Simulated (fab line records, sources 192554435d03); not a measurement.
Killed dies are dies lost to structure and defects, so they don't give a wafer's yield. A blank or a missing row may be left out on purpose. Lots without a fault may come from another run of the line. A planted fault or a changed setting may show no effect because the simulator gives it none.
fab line records | flow n5_finfet
record lots=7 wafers=39
route steps=1938 shown BEOL_M0_SAQP@695 BEOL_M0_CUTY@711 BEOL_M0@715 BEOL_M2@890 BEOL_M6@1251
start_h: hours from the record's first day to the start of the lot's first wafer shown | wait_h: hours since the lot's step before | " the same as in the row above | L1.1+2: a row that stands for several wafers | - no value, or no start given | * or withheld: withheld | < > ~ a bound
route shown NAME@n: a module of which the file shows steps, and the number in the route of the first | usual: mean/standard deviation of fault-free wafers | same: alike in all rows | chamber/n: place in a boat | sites: the reading at each site | _std_site: their standard deviation | _edge_site: outer sites' mean less inner sites' | radius_mm: how far each site lies from the wafer's centre | mask NAME#n: copy n | behind: the tool/chamber that last shaped the wafer | hold: why the lot was held/for how many hours/how that ended | device: the transistor (n, p or np) that didn't switch | end of line: the same wafers' tests at the end of the route | a step without rows: its recipe alone | killed: dies lost to structure and defects at the first sort, not the wafer's yield | map: a wafer's dies, x killed, . not, _ none there
set.NAME: the setting as run; set.NAME@STEP: as run at that earlier step | model.NAME: the simulator's own value behind a step, which no gauge read
lots whose settings were changed on purpose; a table a step, a row a wafer
## steps
# step N5_BEOL_M0_SAQP_CUT_ETCH_46
# recipe chemistry=N2/H2 target=SOC target_depth_a=1350 overetch_a=270 temp_c=40 time_s=202.5 ion_energy_ev=200 mask_material=SiARC pressure_mtorr=30 source_w=840 bias_w=150 n2_flow_sccm=200 h2_flow_sccm=200
# columns lot.wafer tool chamber start_h wait_h set.time_s model.SiARC_of_BEOL_M0_SAQP_COAT_72.thk_nm model.BEOL_M0_SAQP.cd_nm
L084.1+5 rie_diel-01 1 169.93 0.0 140.1 8.4 29.4
L084.2 " 3 " " 202.5 4.2 31
L084.3 " 0 " " 140.1 8 29.2
L084.4 " 2 " " 202.5 4.2 30.4
L084.6 " 0 " " 202.5 4.8 30.8
L085.1 rie_diel-01 3 184.54 0.0 298.1 0 35.2
L085.2+6 " 0 " " 202.5 4.8 30.2
L085.3 " 1 " " 202.5 5.4 30.6
L085.4 " 2 " " 298.1 0 34.2
L085.5 " 1 " " 298.1 1 33.8
L089.1 rie_diel-02 2 203.92 0.0 202.5 4.8 29.8
L089.2 " 0 " " 202.5 5.4 30
L089.5 " 0 " " 202.5 5.4 29.6
L090.1+2 rie_diel-03 0,3 210.00 0.0 303.8 0 35.4
L090.3 " 1 " " 202.5 4.8 30.2
L090.4 " 2 " " 202.5 5.2 30.8
L090.5 " 3 " " 303.8 0 34.6
L090.6 " 2 " " 202.5 5 30.8
L091.1+5 rie_diel-01 1 214.59 0.0 92.23 10.6 28.2
L091.2 " 3 " " 202.5 4 31
L091.3 " 0 " " 202.5 5 30.4
L091.4 " 2 " " 92.23 10.2 28.6
L091.6 " 2 " " 202.5 4.2 30
L092.1 rie_diel-01 0 221.95 0.0 84.04 10.6 27.8
L092.2 " 1 " " 84.04 10.8 27.8
L092.3 " 2 " " 84.04 10.4 27.4
L092.4 " 1 " " 202.5 5.2 29.8
L092.5 " 2 " " 202.5 4.2 29.6
L092.6 " 0 " " 202.5 4.8 29.8
L093.1 rie_diel-01 1 225.76 0.0 125.9 9 28.6
L093.2 " 2 " " 202.5 4.4 29.6
L093.3 " 3 " " 125.9 8.4 28.8
L093.4 " 0 " " 202.5 5 30.2
L093.5 " 3 " " 202.5 4.4 30.4
L093.6 " 0 " " 125.9 8.8 28.6
# step N5_BEOL_M0_SAQP_STRIP_74
# recipe chemistry=N2/H2 temp_c=40 n2_flow_sccm=200 h2_flow_sccm=200 rf_frequency_hz=6e+07
# step N5_BEOL_M0_SAQP_STRIP_89
# recipe chemistry=N2/H2 temp_c=40 n2_flow_sccm=200 h2_flow_sccm=200 rf_frequency_hz=6e+07
# step N5_BEOL_M0_CUTY_DESCUM_61
# recipe chemistry=O2 time_s=7.9 source_power_w=50 bias_power_w=20 pressure_mtorr=20 rf_frequency_hz=2.712e+07 temp_c=40 resist=CAR-ArF-block o2_flow_sccm=225
# step N5_BEOL_M0_CUTY_ETCH_62
# recipe chemistry=CF4 target=SiARC mask_material=CAR-ArF-block time_s=58.5 ion_energy_ev=80 pressure_mtorr=40 source_w=545 bias_w=36 Ar_flow_sccm=100 cf4_flow_sccm=100 ends=cleared
# step N5_BEOL_M0_CUTY_ETCH_63
# recipe chemistry=N2/H2 target=SOC target_depth_a=827 overetch_a=165 mask_material=SiARC temp_c=40 ion_energy_ev=200 time_s=124 pressure_mtorr=30 source_w=840 bias_w=150 n2_flow_sccm=200 h2_flow_sccm=200
# columns lot.wafer tool chamber start_h wait_h set.target_thk_a@BEOL_M0_SAQP_SPACER2_ALD_26 model.SiO2_of_BEOL_M0_SAQP_SPACER2_ALD_26.thk_nm
L084.1 rie_diel-05 1 171.38 0.0 191.8 11.2
L084.2+4 " 2,0 " " 150 7.2
L084.3 " 0 " " 191.8 11.4
L084.5 " 1 " " 150 7
L084.6 " 2 " " 191.8 11.6
L085.1+3+4 rie_diel-05 0,2,0 187.58 0.0 72.5 1.6
L085.2+6 " 2 " " 150 7.2
L085.5 " 0 " " 150 7
L089.1+5 rie_diel-05 3 205.49 0.0 150 7
L089.2 " 2 " " 150 7.2
L090.1+6 rie_diel-06 2 211.54 0.0 150 7.4
L090.2+3 " 1,3 " " 150 7
L090.4+5 " 3,1 " " 150 7.2
L091.1+3+6 rie_diel-06 2 216.19 0.0 150 7.2
L091.2+4+5 " 1 " " 61.95 1.4
L092.1+2+3+5 rie_diel-04 1,0,2,1 223.34 0.0 150 7.2
L092.4+6 " 3,0 " " 150 7
L093.1+4 rie_diel-04 1,0 227.27 0.0 115.5 3.8
L093.2+3+6 " 2,3,3 " " 150 7
L093.5 " 2 " " 115.5 3.6
# step N5_BEOL_M0_CUTY_STRIP_64
# recipe chemistry=N2/H2 temp_c=40 n2_flow_sccm=200 h2_flow_sccm=200 rf_frequency_hz=6e+07
# step N5_BEOL_M0_ETCH_138
# recipe chemistry=CH3F/O2 target_depth_a=120 target=SiCN time_s=31.6 ion_energy_ev=120 pressure_mtorr=30 source_w=395 bias_w=75 Ar_flow_sccm=150 CH3F_flow_sccm=30 O2_flow_sccm=20 ends=cleared
# columns lot.wafer tool chamber start_h wait_h set.target_thk_a@BEOL_M0_SAQP_SPACER2_ALD_26 model.SiO2_of_BEOL_M0_SAQP_SPACER2_ALD_26.thk_nm
L084.1+3 rie_diel-05 1,0 171.50 0.0 191.8 9.2
L084.2 " 2 " " 150 5.2
L084.4+5 " 0,1 " " 150 5
L084.6 " 2 " " 191.8 9.6
L085.1+3+4 rie_diel-05 0,2,0 187.77 0.0 72.5 0.8
L085.2+6 " 2 " " 150 5.2
L085.5 " 0 " " 150 5
L089.1+5 rie_diel-05 3 205.62 0.0 150 5
L089.2 " 2 " " 150 5.2
L090.1+2+3 rie_diel-06 2,1,3 211.67 0.0 150 5.2
L090.4+5 " 3,1 " " 150 5
L090.6 " 2 " " 150 5.4
L091.1+3+6 rie_diel-06 2 216.37 0.0 150 5.2
L091.2+4+5 " 1 " " 61.95 0.6
L092.1+2+5 rie_diel-04 1,0,1 223.47 0.0 150 5.2
L092.3+4+6 " 2,3,0 " " 150 5
L093.1+4+5 rie_diel-04 1,0,2 227.39 0.0 115.5 1.8
L093.2 " 2 " " 150 5.2
L093.3+6 " 3 " " 150 5
# step N5_BEOL_M0_HM_OPEN_105
# recipe chemistry=Cl2/BCl3 target_depth_a=120 target=TiN ion_energy_ev=150 pressure_mtorr=10 icp_w=1000 bias_w=126 Cl2_flow_sccm=53.25 bcl3_flow_sccm=21.75 Ar_flow_sccm=25
# columns lot.wafer tool chamber start_h wait_h set.target_thk_a@BEOL_M0_SAQP_SPACER2_ALD_26 model.SiO2_of_BEOL_M0_SAQP_SPACER2_ALD_26.thk_nm
L084.1 rie_metal-03 0 173.08 1.5 191.8 7
L084.2+4 " 1,0 " " 150 2.8
L084.3 " 1 " " 191.8 6.8
L084.5 " 0 " " 150 2.6
L084.6 " 1 " " 191.8 7.2
L085.1+3+4 rie_metal-03 0,1,0 190.38 2.6 72.5 0.4
L085.2+6 " 1,0 " " 150 2.8
L085.5 " 1 " " 150 2.4
L089.1 rie_metal-03 1 205.73 0.1 150 2.6
L089.2+5 " 0 " " 150 2.8
L090.1+6 rie_metal-03 0 212.90 1.2 150 3
L090.2+3 " 1 " " 150 2.6
L090.4 " 0 " " 150 2.8
L090.5 " 1 " " 150 2.4
L091.1+6 rie_metal-01 1,0 216.51 0.1 150 2.8
L091.2+4+5 " 0,1,1 " " 61.95 0.4
L091.3 " 0 " " 150 2.6
L092.1+2+6 rie_metal-01 0,1,1 227.72 4.2 150 2.8
L092.3+4+5 " 0,1,0 " " 150 2.6
L093.1+4+5 rie_metal-02 0 229.36 1.9 115.5 0.8
L093.2+3 " 1 " " 150 2.6
L093.6 " 1 " " 150 2.4
# step N5_BEOL_M2_TRENCH_ETCH_37
# recipe chemistry=C4F6/O2 target_depth_a=555.55 target=SiOC time_s=29.2 ion_energy_ev=250 pressure_mtorr=30 source_w=355 bias_w=185 Ar_flow_sccm=300 C4F6_flow_sccm=10 O2_flow_sccm=10
# columns lot.wafer tool chamber start_h wait_h set.time_s model.BEOL_M2.feature_depth_nm model.etch.depth_nm model.TiN_of_BEOL_M2_HM_DEP_02.thk_nm
L084.1 rie_diel-04 1 - - 29.2 53.8 53.77 18
L084.2 " 0 " " 34.68 65 65.06 17.4
L084.3 " 3 " " 34.68 67.6 67.66 16.8
L084.4 " 2 " " 34.68 65.4 65.46 17.4
L084.5 " 0 " " 29.2 54.8 54.83 18
L084.6 " 1 " " 29.2 53.8 53.7 17.8
L085.1 rie_diel-04 3 - - 19.66 37.6 37.62 18.6
L085.2 " 1 " " 19.66 36.2 36.25 19
L085.3 " 2 " " 29.2 54.2 54.26 18
L085.4 " 1 " " 19.66 36 35.94 18.8
L085.5 " 2 " " 29.2 54.8 54.79 18.2
L085.6 " 3 " " 29.2 56.4 56.4 18
L089.1 rie_diel-05 0 - - 29.2 56.8 56.72 17.2
L089.2 " 2 " " 29.2 54 54.06 17.2
L089.5 " 2 " " 29.2 54.6 54.58 17.6
L090.1 rie_diel-04 3 - - 29.2 55.8 55.88 17.4
L090.2 " 1 " " 29.2 53.8 53.73 17.6
L090.3 " 2 " " 14.22 26.4 26.38 18.6
L090.4 " 0 " " 29.2 55 54.9 17.6
L090.5 " 2 " " 14.22 26.2 26.28 18.6
L090.6 " 1 " " 14.22 26 26.09 18.8
L091.1 rie_diel-05 3 - - 29.2 55.4 55.41 18
L091.2 " 0 " " 29.2 57 56.95 17.6
L091.3 " 2 " " 29.2 54.6 54.54 18
L091.4 " 1 " " 29.2 56.4 56.32 18.2
L091.5 " 2 " " 29.2 54.6 54.56 18.2
L091.6 " 1 " " 29.2 56.2 56.28 17.6
L093.1 rie_diel-05 2 - - 29.2 54 53.91 17.6
L093.2 " 1 " " 29.2 56.6 56.64 17.2
L093.3 " 3 " " 20.41 39.2 39.14 18.6
L093.4 " 0 " " 20.41 39.8 39.71 18.4
L093.5 " 1 " " 20.41 39.2 39.19 18
L093.6 " 0 " " 29.2 57 56.91 17.4
L092.1 rie_diel-05 3 - - 19.41 37.6 37.51 18.8
L092.2 " 1 " " 29.2 56.6 56.56 17.6
L092.3 " 0 " " 29.2 57.2 57.15 17.4
L092.4 " 2 " " 19.41 36.2 36.17 18.6
L092.5 " 3 " " 19.41 37 37.08 18.2
L092.6 " 0 " " 29.2 57 57 17.6
# step N5_BEOL_M2_ETCH_41
# recipe chemistry=CH3F/O2 target=SiCN target_depth_a=299 taper_deg=2 time_s=52.5 ion_energy_ev=120 mask_material=TiN pressure_mtorr=30 source_w=395 bias_w=75 Ar_flow_sccm=150 CH3F_flow_sccm=30 O2_flow_sccm=20
# step N5_BEOL_M2_STRIP_97
# recipe chemistry=N2/H2 time_s=10 power_w=450 temp_c=40 pressure_mtorr=20 rf_frequency_hz=6e+07 bias_power_w=7 n2_flow_sccm=200 h2_flow_sccm=200
# step N5_BEOL_M2_OCD_MEAS_38
# usual trench_depth_nm=55.3/1.3
# columns lot.wafer tool chamber start_h wait_h set.time_s@BEOL_M2_TRENCH_ETCH_37 trench_depth_nm
L084.1 ocd-02 - 190.69 - 29.2 53.9
L084.2 " - " " 34.68 65.2
L084.3 " - " " 34.68 67.7
L084.4 " - " " 34.68 65.0
L084.5 " - " " 29.2 55.0
L084.6 " - " " 29.2 53.7
L085.1 ocd-01 - 213.85 - 19.66 38.3
L085.2 " - " " 19.66 36.1
L085.3 " - " " 29.2 54.4
L085.4 " - " " 19.66 36.0
L085.5 " - " " 29.2 54.7
L085.6 " - " " 29.2 55.9
L089.1 ocd-02 - 231.18 - 29.2 56.9
L089.2 " - " " 29.2 54.3
L089.5 " - " " 29.2 54.8
L090.1 ocd-02 - 234.65 - 29.2 55.6
L090.2 " - " " 29.2 53.7
L090.3 " - " " 14.22 26.2
L090.4 " - " " 29.2 55.5
L090.5 " - " " 14.22 26.5
L090.6 " - " " 14.22 25.9
L091.1 ocd-01 - 240.39 - 29.2 55.7
L091.2 " - " " 29.2 57.3
L091.3 " - " " 29.2 54.5
L091.4 " - " " 29.2 56.1
L091.5 " - " " 29.2 54.2
L091.6 " - " " 29.2 55.9
L093.1 ocd-01 - 252.82 - 29.2 53.9
L093.2 " - " " 29.2 56.6
L093.3 " - " " 20.41 39.1
L093.4 " - " " 20.41 40.1
L093.5 " - " " 20.41 39.1
L093.6 " - " " 29.2 56.9
L092.1 ocd-02 - 257.79 - 19.41 37.1
L092.2 " - " " 29.2 56.2
L092.3 " - " " 29.2 56.4
L092.4 " - " " 19.41 36.4
L092.5 " - " " 19.41 37.5
L092.6 " - " " 29.2 57.4
# step N5_BEOL_M2_HM_STRIP_39
# recipe chemistry=peroxide_tin_strip material=TiN target_depth_a=250 temp_c=50 time_s=158
# step N5_BEOL_M2_SRD_40
# recipe time_s=30 temp_c=23 rinse_liquid=diw dry=ipa_marangoni
# step N5_BEOL_M2_ECD_50
# recipe material=Cu target_thk_a=3000
# step N5_BEOL_M2_ANNEAL_51
# recipe temp_c=225 time_s=90 ambient=N2
# step N5_BEOL_M2_CMP_52
# recipe stop_on=SiOC t_overpolish_s=6.8 down_force_psi=1 platen_rpm=50 clearing_platen_down_force_psi=1.5 clearing_platen_rpm=50 post_cmp_clean=cu_alkaline target_thk_nm=40 clearing_platen_pad_velocity_m_s=0.99484 pad_velocity_m_s=0.99484
# columns lot.wafer tool chamber start_h wait_h set.time_s@BEOL_M2_TRENCH_ETCH_37 model.Cu_of_BEOL_M2_ECD_50.thk_nm
L084.4 cmp-03 0 194.28 0.1 34.68 51
L084.2 " 1 " " 34.68 49
L084.1 " 2 " " 29.2 36.6
L084.3 " 3 " " 34.68 50.6
L084.6 " 0 " " 29.2 40.2
L084.5 " 1 " " 29.2 39
L085.1 cmp-04 3 216.96 0.3 19.66 23.6
L085.4 " 0 " " 19.66 21
L085.2 " 1 " " 19.66 22
L085.3 " 2 " " 29.2 39.2
L085.5 " 3 " " 29.2 41.2
L085.6 " 0 " " 29.2 40.8
L089.2+5 cmp-01 0,2 235.46 0.3 29.2 40.6
L089.1 " 1 " " 29.2 40.8
L090.2 cmp-03 0 238.52 0.2 29.2 39.2
L090.3 " 1 " " 14.22 11.4
L090.4 " 2 " " 29.2 37.2
L090.1 " 3 " " 29.2 40
L090.5 " 0 " " 14.22 11.2
L090.6 " 1 " " 14.22 9.4
L091.4 cmp-01 1 243.92 0.1 29.2 40.8
L091.2 " 2 " " 29.2 41.8
L091.1 " 3 " " 29.2 40.2
L091.3 " 0 " " 29.2 40.6
L091.5 " 1 " " 29.2 39
L091.6 " 2 " " 29.2 42
L093.4 cmp-04 2 259.39 0.1 20.41 24.6
L093.1 " 3 " " 29.2 39
L093.3 " 0 " " 20.41 22.4
L093.2+6 " 1,2 " " 29.2 41.4
L093.5 " 3 " " 20.41 24.2
L092.2 cmp-04 3 261.78 0.3 29.2 42.6
L092.3 " 0 " " 29.2 42.4
L092.4 " 1 " " 19.41 21.4
L092.1 " 2 " " 19.41 22.6
L092.6 " 3 " " 29.2 42.2
L092.5 " 0 " " 19.41 22.4
# step N5_BEOL_M2_THK_MEAS_53
# recipe thk_meas_gauge=xrf reads=Cu_of_BEOL_M2_ECD_50
# usual M2_THK=40.6/1.7
# columns lot.wafer tool chamber start_h wait_h set.time_s@BEOL_M2_TRENCH_ETCH_37 M2_THK[nm]
L084.1 film_metro-02 - 194.58 - 29.2 37.0
L084.2 " - " " 34.68 50.1
L084.3 " - " " 34.68 51.7
L084.4 " - " " 34.68 52.0
L084.5 " - " " 29.2 39.8
L084.6 " - " " 29.2 41.0
L085.1 film_metro-02 - 217.25 - 19.66 24.0
L085.2 " - " " 19.66 22.4
L085.3 " - " " 29.2 40.0
L085.4 " - " " 19.66 21.4
L085.5 " - " " 29.2 41.8
L085.6 " - " " 29.2 41.1
L089.1 film_metro-01 - 235.68 - 29.2 41.6
L089.2 " - " " 29.2 41.5
L089.5 " - " " 29.2 41.7
L090.1 film_metro-01 - 238.82 - 29.2 40.6
L090.2 " - " " 29.2 39.7
L090.3 " - " " 14.22 11.5
L090.4 " - " " 29.2 37.7
L090.5 " - " " 14.22 11.4
L090.6 " - " " 14.22 9.6
L091.1 film_metro-01 - 244.22 - 29.2 40.4
L091.2 " - " " 29.2 42.1
L091.3 " - " " 29.2 40.8
L091.4 " - " " 29.2 41.0
L091.5 " - " " 29.2 39.4
L091.6 " - " " 29.2 42.4
L093.1 film_metro-02 - 259.69 - 29.2 39.5
L093.2 " - " " 29.2 41.7
L093.3 " - " " 20.41 22.6
L093.4 " - " " 20.41 24.9
L093.5 " - " " 20.41 24.5
L093.6 " - " " 29.2 41.9
L092.1 film_metro-02 - 262.07 - 19.41 22.6
L092.2 " - " " 29.2 42.8
L092.3 " - " " 29.2 42.9
L092.4 " - " " 19.41 21.6
L092.5 " - " " 19.41 22.5
L092.6 " - " " 29.2 42.5
# step N5_BEOL_M2_PRE_CLEAN_60
# recipe gas=NH3/H2 time_s=15 temp_c=* rf_power_w=300
# step N5_BEOL_M2_CO_CAP_55
# recipe material=Co target_thk_a=20 temp_c=200 precursor=CCTBA/H2 pressure_torr=30 time_s=102.1
# step N5_BEOL_M2_PRE_CLEAN_56
# recipe gas=NH3 time_s=15 temp_c=withheld rf_power_w=300
# step N5_BEOL_M2_DEP_57
# recipe material=SiCN target_thk_a=80 temp_c=withheld precursor=3MS/NH3 pressure_torr=3 rf_w=202 time_s=14
# step N5_BEOL_M2_RS_MEAS_58
# recipe thk_meas_gauge=four-point-probe reads=Co_of_BEOL_M2_CO_CAP_55+Cu_of_BEOL_M2_ECD_50+Co_of_BEOL_M2_CVD_47+TaN_of_BEOL_M2_ALD_84
# usual M2_RS=0.67/0.035
# columns lot.wafer tool chamber start_h wait_h set.time_s@BEOL_M2_TRENCH_ETCH_37 M2_RS[ohm/sq]
L084.1 film_metro-02 - 195.06 0.0 29.2 0.75
L084.2 " - " " 34.68 0.52
L084.3 " - " " 34.68 0.50
L084.4 " - " " 34.68 0.49
L084.5 " - " " 29.2 0.69
L084.6 " - " " 29.2 0.66
L085.1 film_metro-02 - 217.51 0.0 19.66 1.35
L085.2 " - " " 19.66 1.48
L085.3 " - " " 29.2 0.68
L085.4 " - " " 19.66 1.57
L085.5 " - " " 29.2 0.64
L085.6 " - " " 29.2 0.65
L089.1 film_metro-01 - 235.94 0.0 29.2 0.65
L089.2 " - " " 29.2 0.66
L089.5 " - " " 29.2 0.65
L090.1 film_metro-01 - 239.08 0.0 29.2 0.67
L090.2 " - " " 29.2 0.69
L090.3 " - " " 14.22 3.75
L090.4 " - " " 29.2 0.73
L090.5 " - " " 14.22 3.86
L090.6 " - " " 14.22 4.92
L091.1 film_metro-02 - 244.51 0.0 29.2 0.67
L091.2 " - " " 29.2 0.63
L091.3 " - " " 29.2 0.65
L091.4 " - " " 29.2 0.65
L091.5 " - " " 29.2 0.69
L091.6 " - " " 29.2 0.63
L093.1 film_metro-01 - 259.95 0.0 29.2 0.69
L093.2 " - " " 29.2 0.64
L093.3 " - " " 20.41 1.45
L093.4 " - " " 20.41 1.27
L093.5 " - " " 20.41 1.30
L093.6 " - " " 29.2 0.64
L092.1 film_metro-01 - 262.56 0.0 19.41 1.44
L092.2 " - " " 29.2 0.62
L092.3 " - " " 29.2 0.62
L092.4 " - " " 19.41 1.54
L092.5 " - " " 19.41 1.46
L092.6 " - " " 29.2 0.62
# step N5_BEOL_M6_ALD_77
# recipe material=TaN target_thk_a=20 temp_c=275 ald_precursor_family=PDMAT ald_co_reactant=NH3 pressure_torr=3 carrier_flow_sccm=1500 pulse_time_s=2 purge_time_s=3 co_reactant_purge_time_s=2 co_reactant_pulse_time_s=3 ald_cycles=40 precursor_vessel_temp_c=75 precursor_vessel_pressure_torr=26.25 precursor_vessel_carrier_sccm=1000
# columns lot.wafer tool chamber start_h wait_h set.ald_cycles model.TaN_of_BEOL_M6_ALD_77.thk_nm
L084.1+4+6 ald_metal-03 2,3,0 239.01 0.0 40 2
L084.2+3+5 " 1,0,3 " " 55 2.8
L085.1+2+3+4+5+6 ald_metal-03 0,3,1,2,1,2 261.46 0.0 40 2
L090.1+3+6 ald_metal-01 1,3,0 290.03 0.0 31 1.6
L090.2+4+5 " 2,0,1 " " 40 2
L089.1+2+5 ald_metal-01 2,3,1 292.61 0.2 40 2
L091.1+3+5 ald_metal-01 3,1,0 296.29 0.3 40 2
L091.2+4+6 " 2,0,3 " " 17 0.8
L093.1+3+4 ald_metal-04 2,3,1 305.50 0.3 40 2
L093.2+5+6 " 0,0,1 " " 60 3
L092.1+2+6 ald_metal-03 3,2,2 317.70 0.1 28 1.4
L092.3+4+5 " 1,0,3 " " 40 2
## key
split step=N5_BEOL_M0_SAQP_CUT_ETCH_46 setting=time_s stated=202.5 by=wafer
response step=N5_BEOL_M0_SAQP_CUT_ETCH_46 reading=model.SiARC_of_BEOL_M0_SAQP_COAT_72.thk_nm change=-0.105 per=1% r=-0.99
response step=N5_BEOL_M0_SAQP_CUT_ETCH_46 reading=model.BEOL_M0_SAQP.cd_nm change=+0.0557 per=1% r=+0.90
split step=N5_BEOL_M2_TRENCH_ETCH_37 setting=time_s stated=29.2 by=wafer
response step=N5_BEOL_M2_TRENCH_ETCH_37 reading=model.BEOL_M2.feature_depth_nm change=+0.57 per=1% r=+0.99
response step=N5_BEOL_M2_TRENCH_ETCH_37 reading=model.etch.depth_nm change=+0.569 per=1% r=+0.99
response step=N5_BEOL_M2_TRENCH_ETCH_37 reading=model.TiN_of_BEOL_M2_HM_DEP_02.thk_nm change=-0.0259 per=1% r=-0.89
response step=N5_BEOL_M2_OCD_MEAS_38 reading=trench_depth_nm change=+0.566 per=1% r=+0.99
response step=N5_BEOL_M2_CMP_52 reading=model.Cu_of_BEOL_M2_ECD_50.thk_nm change=+0.566 per=1% r=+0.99
response step=N5_BEOL_M2_THK_MEAS_53 reading=M2_THK change=+0.573 per=1% r=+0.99
response step=N5_BEOL_M2_RS_MEAS_58 reading=M2_RS change=-0.0424 per=1% r=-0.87
split step=N5_BEOL_M6_ALD_77 setting=ald_cycles stated=40 by=wafer
response step=N5_BEOL_M6_ALD_77 reading=model.TaN_of_BEOL_M6_ALD_77.thk_nm change=+0.0204 per=1% r=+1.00
split outside_this_file step=N5_BEOL_M0_SAQP_SPACER2_ALD_26 setting=target_thk_a
# split outside_this_file: this setting was split too, and the file shows its column; the key of that split is in another file
